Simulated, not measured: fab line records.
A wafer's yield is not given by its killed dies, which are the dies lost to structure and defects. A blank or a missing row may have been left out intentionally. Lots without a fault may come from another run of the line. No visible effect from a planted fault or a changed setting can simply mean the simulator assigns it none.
Matching of chambers    flow n5Finfet    N5_MOL_CONTACT_COAG_ALD_123 on aldSin-01 has 4 sister chambers
The step deposits SiNx, target thk 5 nm, pulse time 1 s, purge time 2 s. 4 wafers are shown with their chamber, then 11 later ones without.

## WAFERS, EACH WITH ITS CHAMBER
wafer   chamber  heaterPowerW (W)
L080.4  3        821
L082.5  1        813
L082.6  2        782
L086.3  0        721

## WAFERS WHOSE CHAMBER IS MISSING
wafer   heaterPowerW (W)
L086.5  818
L086.6  730
L088.2  727
L088.3  825
L088.6  825
L089.1  854
L089.3  783
L089.4  728
L092.2  815
L092.4  798
L092.5  726

## THE CHAMBER EACH PASSED THROUGH
wafer   from the rows above           in truth
L086.5  can't be placed: 3 or 1       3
L086.6  0                             0
L088.2  0                             0
L088.3  can't be placed: 3 or 1       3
L088.6  can't be placed: 3 or 1       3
L089.1  can't be placed: 3 or 1       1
L089.3  2                             2
L089.4  0                             0
L092.2  can't be placed: 1 or 3       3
L092.4  can't be placed: 1 or 2 or 3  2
L092.5  0                             0
Correct placement for 5 of the 11. These rows do not allow placing 6 (true chamber among the candidates in 6). Number placed wrongly: 0.
How it was worked out, from the rows above alone: a wafer's distance from a chamber is the root of the sum, over the readings, of the square of ((its reading less the chamber's mean) divided by the reading's scatter). The wafer belongs to the nearest chamber; if the next one is less than 2 further off, it can't be placed. For every chamber, the mean is computed from those of its wafers that are shown. The scatter: root of mean squared gap, hidden wafer to nearest shown wafer, with one shown wafer a chamber.
